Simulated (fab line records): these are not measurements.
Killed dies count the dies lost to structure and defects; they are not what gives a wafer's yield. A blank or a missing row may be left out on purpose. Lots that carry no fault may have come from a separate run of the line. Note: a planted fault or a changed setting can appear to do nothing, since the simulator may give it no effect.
Chamber matching + flow n5 finfet + N5_BEOL_M8_STRIP_67 on rie diel-03 has 4 sister chambers
The step strips in CF4. 8 wafers are shown with their chamber, then 9 later ones without.

## EACH WAFER AND ITS CHAMBER
| wafer  | chamber | showerhead plenum p Torr (Torr) | drypump motor current A (A) |
|--------|---------|---------------------------------|-----------------------------|
| L078.2 | 3       | 1.84                            | 6.5                         |
| L082.6 | 0       | 1.91                            | 5.6                         |
| L085.2 | 2       | 1.71                            | 5.3                         |
| L085.3 | 0       | 1.90                            | 5.7                         |
| L085.4 | 1       | 1.82                            | 5.2                         |
| L090.3 | 3       | 1.84                            | 6.5                         |
| L090.4 | 1       | 1.82                            | 5.2                         |
| L090.5 | 2       | 1.71                            | 5.3                         |

## WAFERS MISSING THEIR CHAMBER
| wafer  | showerhead plenum p Torr (Torr) | drypump motor current A (A) |
|--------|---------------------------------|-----------------------------|
| L088.1 | 1.71                            | 5.3                         |
| L088.3 | 1.90                            | 5.6                         |
| L088.6 | 1.90                            | 5.6                         |
| L094.1 | 1.81                            | 5.2                         |
| L094.2 | 1.90                            | 5.6                         |
| L094.5 | 1.81                            | 5.2                         |
| L096.2 | 1.70                            | 5.3                         |
| L096.4 | 1.81                            | 5.2                         |
| L096.5 | 1.90                            | 5.6                         |

## CHAMBER TAKEN BY EACH
| wafer  | from the rows above | in truth |
|--------|---------------------|----------|
| L088.1 | 2                   | 2        |
| L088.3 | 0                   | 0        |
| L088.6 | 0                   | 0        |
| L094.1 | 1                   | 1        |
| L094.2 | 0                   | 0        |
| L094.5 | 1                   | 1        |
| L096.2 | 2                   | 2        |
| L096.4 | 1                   | 1        |
| L096.5 | 0                   | 0        |
Correct placement for 9 of the 9. Left unplaced by these rows: 0. Number placed wrongly: 0.
How it was worked out, from the rows above alone: a wafer's distance from a chamber is the root of the sum, over the readings, of the square of ((its reading less the chamber's mean) divided by the reading's scatter). If the next closest chamber is less than 2 further off than the closest, the wafer can't be placed; otherwise it belongs to the closest. A chamber's mean is the mean of its shown wafers. The scatter is the square root of a quotient: the sum, over the shown wafers, of each reading's squared deviation from its chamber's mean, divided by wafers minus chambers.
